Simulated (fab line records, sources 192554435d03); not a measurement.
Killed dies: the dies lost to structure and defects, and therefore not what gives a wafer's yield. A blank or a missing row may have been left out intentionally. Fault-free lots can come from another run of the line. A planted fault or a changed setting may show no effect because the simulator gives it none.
2 desks looking at one fault | flow n5 finfet | each desk holds nothing but its own numbers, with what lay behind them at the end

## DESK OF THE TOOL OWNER: litho track-02
The tool's own readings at N5_BEOL_M2_COAT_76 (time 60 s, resist thk 5 nm): means of the sampled wafers that have a number, for each lot that ran on this tool. A lot is out of limits, marked OUT, if its mean lies more than 4 standard deviations from the usual mean; the brackets give that distance.
Columns: A = heater power total W at N5_BEOL_M2_COAT_76, usual 391.7 W; B = plate temp C at N5_BEOL_M2_COAT_76, usual 205.00 C
lot  | first seen here | A               | B
L916 | day 6 17:10     | 391.6           | 205.16
L921 | day 8 12:32     | 390.8           | 205.07
L926 | day 9 16:36     | 392.0           | 204.95
L930 | day 10 22:31    | 349.0 (-36) OUT | 188.03 (-99 or more) OUT
L932 | day 11 01:42    | 350.9 (-34) OUT | 188.05 (-99 or more) OUT
This desk's finding: out of limits on L930, L932; first on L930, day 10 22:31 (heater power total W at N5_BEOL_M2_COAT_76). Within limits: L916, L921, L926.

## FROM THE METROLOGY DESK
What the gauges read for every lot (on any tool): the sampled wafers with a number, averaged. A lot is out of limits, marked OUT, if its mean lies more than 4 standard deviations from the usual mean; the brackets give that distance. Only the readings that lie furthest out on some lot appear, 7 of the 10 it has.
Columns: A = DIBL_N at N5_BEOL_M4_RC_MEAS_101, usual 36.4 mV/V; B = DIBL_P at N5_BEOL_M4_RC_MEAS_101, usual 36.3 mV/V; C = IOFF_N at N5_BEOL_M4_RC_MEAS_101, usual 0.162 nA/um; D = IOFF_P at N5_BEOL_M4_RC_MEAS_101, usual 0.211 nA/um; E = ION_N at N5_BEOL_M4_RC_MEAS_101, usual 676 uA/um; F = SS_N at N5_BEOL_M4_RC_MEAS_101, usual 71.5 mV/dec; G = SS_P at N5_BEOL_M4_RC_MEAS_101, usual 73.3 mV/dec
lot  | first seen here | A    | B    | C     | D     | E   | F    | G
L916 | day 8 05:42     | 36.9 | 36.1 | 0.170 | 0.216 | 683 | 71.4 | 73.1
L921 | day 9 20:55     | 35.8 | 36.0 | 0.152 | 0.212 | 668 | 71.1 | 72.7
L926 | day 10 21:04    | 37.3 | 37.6 | 0.186 | 0.197 | 685 | 71.7 | 73.5
L932 | day 12 05:59    | 38.9 | 37.4 | 0.195 | 0.230 | 675 | 72.5 | 73.9
L930 | day 12 08:04    | 37.2 | 36.6 | 0.156 | 0.221 | 684 | 71.9 | 73.1
L933 | day 13 04:40    | 36.1 | 36.3 | 0.166 | 0.198 | 682 | 71.8 | 73.9
L936 | day 13 08:16    | 38.7 | 38.9 | 0.202 | 0.247 | 694 | 71.9 | 74.3
L937 | day 13 09:50    | 35.6 | 34.7 | 0.145 | 0.198 | 679 | 71.2 | 73.2
This desk's verdict: no lot among the 8 shows anything out of limits.

## TAKEN TOGETHER
The tool owner's desk had the chance to raise an alarm at day 10 22:31 on L930, L932.
Nothing out of limits was seen by the metrology desk.
The metrology desk has L930, L932 on record, within its limits.
N5_BEOL_M2_COAT_76 was run on litho track-02 by each of the lots named.

## WHAT THE SIMULATOR PUT IN
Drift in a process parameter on litho track-02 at N5_BEOL_M2_COAT_76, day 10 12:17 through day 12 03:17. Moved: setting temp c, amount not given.
Shown lots that were struck: L930, L932.
Hours from the fault's start to each desk's first reading out of limits: the tool owner's desk, 10.
